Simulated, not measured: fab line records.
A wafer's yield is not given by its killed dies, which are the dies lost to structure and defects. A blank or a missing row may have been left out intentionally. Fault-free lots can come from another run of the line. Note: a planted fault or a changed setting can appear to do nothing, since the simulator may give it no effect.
Which tool was responsible? :: flow n5-finfet :: 15 lots, 45 wafers sampled, at 4 steps of a route of 1938

WHAT EACH GAUGE READ, for each wafer
N5_BEOL_M1_OVL_MEAS_12. Usual: M1_OVL gives -0.4 nm (standard deviation 0.72).
lot: L469
measured: day 5 23:47
on: overlay-01
M1_OVL (nm): -0.7 -0.3 -0.7
flag: 

lot: L470
measured: day 6 10:59
on: overlay-01
M1_OVL (nm): 0.3 -0.2 0.8
flag: 

lot: L472
measured: day 6 21:20
on: overlay-01
M1_OVL (nm): 1.4 0.6 -0.4
flag: 

lot: L474
measured: day 7 13:25
on: overlay-01
M1_OVL (nm): -0.1 -0.9 -0.5
flag: 

lot: L475
measured: day 7 16:30
on: overlay-02
M1_OVL (nm): -0.3 -0.5 -0.7
flag: 

lot: L479
measured: day 8 11:24
on: overlay-01
M1_OVL (nm): 0.2 -0.1 0.6
flag: 

lot: L481
measured: day 9 02:48
on: overlay-02
M1_OVL (nm): - - -
flag: OFF

lot: L482
measured: day 9 06:36
on: overlay-02
M1_OVL (nm): - - -
flag: OFF

lot: L483
measured: day 9 11:59
on: overlay-02
M1_OVL (nm): - - -
flag: OFF

lot: L487
measured: day 10 16:31
on: overlay-02
M1_OVL (nm): -0.4 -0.1 -0.2
flag: 

lot: L488
measured: day 10 22:19
on: overlay-01
M1_OVL (nm): -0.6 -0.6 -1.3
flag: 

lot: L489
measured: day 11 01:57
on: overlay-01
M1_OVL (nm): -0.2 -1.5 -1.2
flag: 

lot: L490
measured: day 11 08:38
on: overlay-01
M1_OVL (nm): -0.8 -0.8 -0.3
flag: 

lot: L491
measured: day 11 12:43
on: overlay-01
M1_OVL (nm): -0.6 0.1 -0.7
flag: 

lot: L492
measured: day 11 22:43
on: overlay-01
M1_OVL (nm): -2.0 -1.1 0.8
flag: 

EACH LOT AND THE TOOL THAT RAN IT (in order: tool; ch and the chambers of the sampled wafers; start)
lot: L469
N5_BEOL_M0_DEP_125: pecvd-03 ch 0,1,2, day 5 22:25
N5_BEOL_M1_PECVD_72: pecvd-04 ch 0,1,2, day 5 22:39
N5_BEOL_M1_DEVELOP_10: litho-track-02 ch 0, day 5 23:42

lot: L470
N5_BEOL_M0_DEP_125: pecvd-02 ch 1,2, day 6 09:53
N5_BEOL_M1_PECVD_72: pecvd-01 ch 0,1, day 6 10:08
N5_BEOL_M1_DEVELOP_10: litho-track-02 ch 0, day 6 10:54

lot: L472
N5_BEOL_M0_DEP_125: pecvd-03 ch 0,1,2, day 6 18:10
N5_BEOL_M1_PECVD_72: pecvd-01 ch 0,1, day 6 18:24
N5_BEOL_M1_DEVELOP_10: litho-track-04 ch 0, day 6 21:14

lot: L474
N5_BEOL_M0_DEP_125: pecvd-02 ch 0,1,2, day 7 11:46
N5_BEOL_M1_PECVD_72: pecvd-03 ch 0,1,2, day 7 12:01
N5_BEOL_M1_DEVELOP_10: litho-track-02 ch 0, day 7 13:20

lot: L475
N5_BEOL_M0_DEP_125: pecvd-02 ch 0,2, day 7 15:19
N5_BEOL_M1_PECVD_72: pecvd-03 ch 1,2, day 7 15:33
N5_BEOL_M1_DEVELOP_10: litho-track-04 ch 0, day 7 16:25

lot: L479
N5_BEOL_M0_DEP_125: pecvd-02 ch 0,1,2, day 8 07:44
N5_BEOL_M1_PECVD_72: pecvd-03 ch 1,2, day 8 07:58
N5_BEOL_M1_DEVELOP_10: litho-track-02 ch 0, day 8 11:19

lot: L481
N5_BEOL_M0_DEP_125: pecvd-01 ch 0,1, day 9 01:27
N5_BEOL_M1_PECVD_72: pecvd-03 ch 0,2, day 9 01:42
N5_BEOL_M1_DEVELOP_10: litho-track-02, day 9 02:42

lot: L482
N5_BEOL_M0_DEP_125: pecvd-03 ch 0,2, day 9 04:36
N5_BEOL_M1_PECVD_72: pecvd-04 ch 0,2, day 9 04:51
N5_BEOL_M1_DEVELOP_10: litho-track-04, day 9 06:31

lot: L483
N5_BEOL_M0_DEP_125: pecvd-02 ch 0,1, day 9 11:05
N5_BEOL_M1_PECVD_72: pecvd-04 ch 2, day 9 11:20
N5_BEOL_M1_DEVELOP_10: litho-track-04, day 9 11:53

lot: L487
N5_BEOL_M0_DEP_125: pecvd-02 ch 0,1, day 10 14:45
N5_BEOL_M1_PECVD_72: pecvd-03 ch 0,1,2, day 10 15:00
N5_BEOL_M1_DEVELOP_10: litho-track-04 ch 0, day 10 16:25

lot: L488
N5_BEOL_M0_DEP_125: pecvd-01 ch 0,1,2, day 10 18:50
N5_BEOL_M1_PECVD_72: pecvd-03 ch 0,1,2, day 10 19:04
N5_BEOL_M1_DEVELOP_10: litho-track-04 ch 0, day 10 22:13

lot: L489
N5_BEOL_M0_DEP_125: pecvd-01 ch 0,1,2, day 10 23:44
N5_BEOL_M1_PECVD_72: pecvd-04 ch 0,1, day 10 23:58
N5_BEOL_M1_DEVELOP_10: litho-track-02 ch 0, day 11 01:52

lot: L490
N5_BEOL_M0_DEP_125: pecvd-02 ch 0,1,2, day 11 07:25
N5_BEOL_M1_PECVD_72: pecvd-01 ch 0,1,2, day 11 07:40
N5_BEOL_M1_DEVELOP_10: litho-track-04 ch 0, day 11 08:33

lot: L491
N5_BEOL_M0_DEP_125: pecvd-03 ch 0,1,2, day 11 10:29
N5_BEOL_M1_PECVD_72: pecvd-01 ch 0,1, day 11 10:44
N5_BEOL_M1_DEVELOP_10: litho-track-05 ch 0, day 11 12:37

lot: L492
N5_BEOL_M0_DEP_125: pecvd-03 ch 0,2, day 11 20:25
N5_BEOL_M1_PECVD_72: pecvd-03 ch 0,2, day 11 20:40
N5_BEOL_M1_DEVELOP_10: litho-track-04 ch 0, day 11 22:37
- N5_BEOL_M0_DEP_125: deposits SiCN from 3MS/NH3, target thk 8 nm, time 14 s.
- N5_BEOL_M1_PECVD_72: deposits SiO2 from TEOS/O2, target thk 16 nm, time 18 s.
- N5_BEOL_M1_DEVELOP_10: develop time 30 s.

WHAT THE TOOLS THEMSELVES READ (means of the sampled wafers that have a number; where no wafer has one, the mark that the record gives instead)
N5_BEOL_M0_DEP_125. Usual: showerhead-plenum-p-Torr 3.663 Torr, standard deviation 0.016; throttle-valve-pct 9.2 %, standard deviation 0.49.
lot: L469
tool: pecvd-03
showerhead-plenum-p-Torr (Torr): 3.671
throttle-valve-pct (%): 9.3
flag: 

lot: L470
tool: pecvd-02
showerhead-plenum-p-Torr (Torr): 3.669
throttle-valve-pct (%): 9.4
flag: 

lot: L472
tool: pecvd-03
showerhead-plenum-p-Torr (Torr): 3.665
throttle-valve-pct (%): 9.2
flag: 

lot: L474
tool: pecvd-02
showerhead-plenum-p-Torr (Torr): 3.662
throttle-valve-pct (%): 9.4
flag: 

lot: L475
tool: pecvd-02
showerhead-plenum-p-Torr (Torr): 3.648
throttle-valve-pct (%): 9.2
flag: 

lot: L479
tool: pecvd-02
showerhead-plenum-p-Torr (Torr): 3.663
throttle-valve-pct (%): 9.2
flag: 

lot: L481
tool: pecvd-01
showerhead-plenum-p-Torr (Torr): 3.675
throttle-valve-pct (%): 9.2
flag: 

lot: L482
tool: pecvd-03
showerhead-plenum-p-Torr (Torr): 3.669
throttle-valve-pct (%): 9.2
flag: 

lot: L483
tool: pecvd-02
showerhead-plenum-p-Torr (Torr): 3.665
throttle-valve-pct (%): 9.3
flag: 

lot: L487
tool: pecvd-02
showerhead-plenum-p-Torr (Torr): 3.676
throttle-valve-pct (%): 9.4
flag: 

lot: L488
tool: pecvd-01
showerhead-plenum-p-Torr (Torr): 3.666
throttle-valve-pct (%): 9.0
flag: 

lot: L489
tool: pecvd-01
showerhead-plenum-p-Torr (Torr): 3.667
throttle-valve-pct (%): 9.0
flag: 

lot: L490
tool: pecvd-02
showerhead-plenum-p-Torr (Torr): 3.657
throttle-valve-pct (%): 9.1
flag: 

lot: L491
tool: pecvd-03
showerhead-plenum-p-Torr (Torr): 3.662
throttle-valve-pct (%): 9.2
flag: 

lot: L492
tool: pecvd-03
showerhead-plenum-p-Torr (Torr): 3.660
throttle-valve-pct (%): 8.7
flag: 

N5_BEOL_M1_PECVD_72. Usual: heater-power-w 724 W, standard deviation 99; showerhead-plenum-p-Torr 8.76 Torr, standard deviation 0.054; throttle-valve-pct 22.0 %, standard deviation 1.3.
lot: L469
tool: pecvd-04
heater-power-w (W): 776
showerhead-plenum-p-Torr (Torr): 8.74
throttle-valve-pct (%): 21.1
flag: 

lot: L470
tool: pecvd-01
heater-power-w (W): 719
showerhead-plenum-p-Torr (Torr): 8.80
throttle-valve-pct (%): 22.5
flag: 

lot: L472
tool: pecvd-01
heater-power-w (W): 629
showerhead-plenum-p-Torr (Torr): 8.78
throttle-valve-pct (%): 22.5
flag: 

lot: L474
tool: pecvd-03
heater-power-w (W): 766
showerhead-plenum-p-Torr (Torr): 8.78
throttle-valve-pct (%): 22.8
flag: 

lot: L475
tool: pecvd-03
heater-power-w (W): 729
showerhead-plenum-p-Torr (Torr): 8.74
throttle-valve-pct (%): 22.1
flag: 

lot: L479
tool: pecvd-03
heater-power-w (W): 669
showerhead-plenum-p-Torr (Torr): 8.77
throttle-valve-pct (%): 23.3
flag: 

lot: L481
tool: pecvd-03
heater-power-w (W): 787
showerhead-plenum-p-Torr (Torr): 8.77
throttle-valve-pct (%): 22.4
flag: 

lot: L482
tool: pecvd-04
heater-power-w (W): 681
showerhead-plenum-p-Torr (Torr): 8.73
throttle-valve-pct (%): 21.4
flag: 

lot: L483
tool: pecvd-04
heater-power-w (W): 903
showerhead-plenum-p-Torr (Torr): 8.76
throttle-valve-pct (%): 21.0
flag: 

lot: L487
tool: pecvd-03
heater-power-w (W): 719
showerhead-plenum-p-Torr (Torr): 8.79
throttle-valve-pct (%): 22.8
flag: 

lot: L488
tool: pecvd-03
heater-power-w (W): 717
showerhead-plenum-p-Torr (Torr): 8.77
throttle-valve-pct (%): 23.0
flag: 

lot: L489
tool: pecvd-04
heater-power-w (W): 706
showerhead-plenum-p-Torr (Torr): 8.74
throttle-valve-pct (%): 21.5
flag: 

lot: L490
tool: pecvd-01
heater-power-w (W): 675
showerhead-plenum-p-Torr (Torr): 8.79
throttle-valve-pct (%): 22.2
flag: 

lot: L491
tool: pecvd-01
heater-power-w (W): 647
showerhead-plenum-p-Torr (Torr): 8.86
throttle-valve-pct (%): 22.7
flag: 

lot: L492
tool: pecvd-03
heater-power-w (W): 711
showerhead-plenum-p-Torr (Torr): 8.74
throttle-valve-pct (%): 21.5
flag: 

N5_BEOL_M1_DEVELOP_10. Usual: chill-plate-temp-C 23.01 C, standard deviation 0.11; developer-temp-C 22.99 C, standard deviation 0.11.
lot: L469
tool: litho-track-02
chill-plate-temp-C (C): 23.03
developer-temp-C (C): 23.04
flag: 

lot: L470
tool: litho-track-02
chill-plate-temp-C (C): 23.10
developer-temp-C (C): 22.94
flag: 

lot: L472
tool: litho-track-04
chill-plate-temp-C (C): 23.04
developer-temp-C (C): 23.07
flag: 

lot: L474
tool: litho-track-02
chill-plate-temp-C (C): 22.95
developer-temp-C (C): 22.92
flag: 

lot: L475
tool: litho-track-04
chill-plate-temp-C (C): 23.06
developer-temp-C (C): 23.07
flag: 

lot: L479
tool: litho-track-02
chill-plate-temp-C (C): 22.95
developer-temp-C (C): 23.02
flag: 

lot: L481
tool: litho-track-02
chill-plate-temp-C (C): -
developer-temp-C (C): -
flag: OFF

lot: L482
tool: litho-track-04
chill-plate-temp-C (C): -
developer-temp-C (C): -
flag: OFF

lot: L483
tool: litho-track-04
chill-plate-temp-C (C): -
developer-temp-C (C): -
flag: OFF

lot: L487
tool: litho-track-04
chill-plate-temp-C (C): 23.02
developer-temp-C (C): 23.07
flag: 

lot: L488
tool: litho-track-04
chill-plate-temp-C (C): 22.99
developer-temp-C (C): 22.80
flag: 

lot: L489
tool: litho-track-02
chill-plate-temp-C (C): 22.96
developer-temp-C (C): 22.92
flag: 

lot: L490
tool: litho-track-04
chill-plate-temp-C (C): 23.12
developer-temp-C (C): 22.91
flag: 

lot: L491
tool: litho-track-05
chill-plate-temp-C (C): 23.05
developer-temp-C (C): 22.85
flag: 

lot: L492
tool: litho-track-04
chill-plate-temp-C (C): 22.94
developer-temp-C (C): 22.98
flag: 

THE ANSWER, worked out from the rows above alone
Rule: a lot counts as off when the mean over its wafers that have a number is more than 3 standard deviations away from the usual mean. A lot without any number at a reading at which 4 lots or more have one is off too. Any other lot the step has rows for is counted as sound. The gauges are gone through in route order, then the tools' own readings, and for those a lot's mean is taken as printed above. The first step at which some lot is off is used, and at that step the reading that is off furthest; a lot without a number counts as furthest.
Off: L481, L482, L483, seen at N5_BEOL_M1_OVL_MEAS_12 (M1_OVL). Without a number there: L481, L482, L483.
A tool fits if, at a process step before that reading, it ran every lot that is off, and no sound lot after the first of them. Not tried: the gauges at N5_BEOL_M1_OVL_MEAS_12; whatever is off there is also off at N5_BEOL_M1_DEVELOP_10, on other tools, and gauge error can't account for it. Of those tried, none fits.

WHAT THE SIMULATOR HAD PUT IN
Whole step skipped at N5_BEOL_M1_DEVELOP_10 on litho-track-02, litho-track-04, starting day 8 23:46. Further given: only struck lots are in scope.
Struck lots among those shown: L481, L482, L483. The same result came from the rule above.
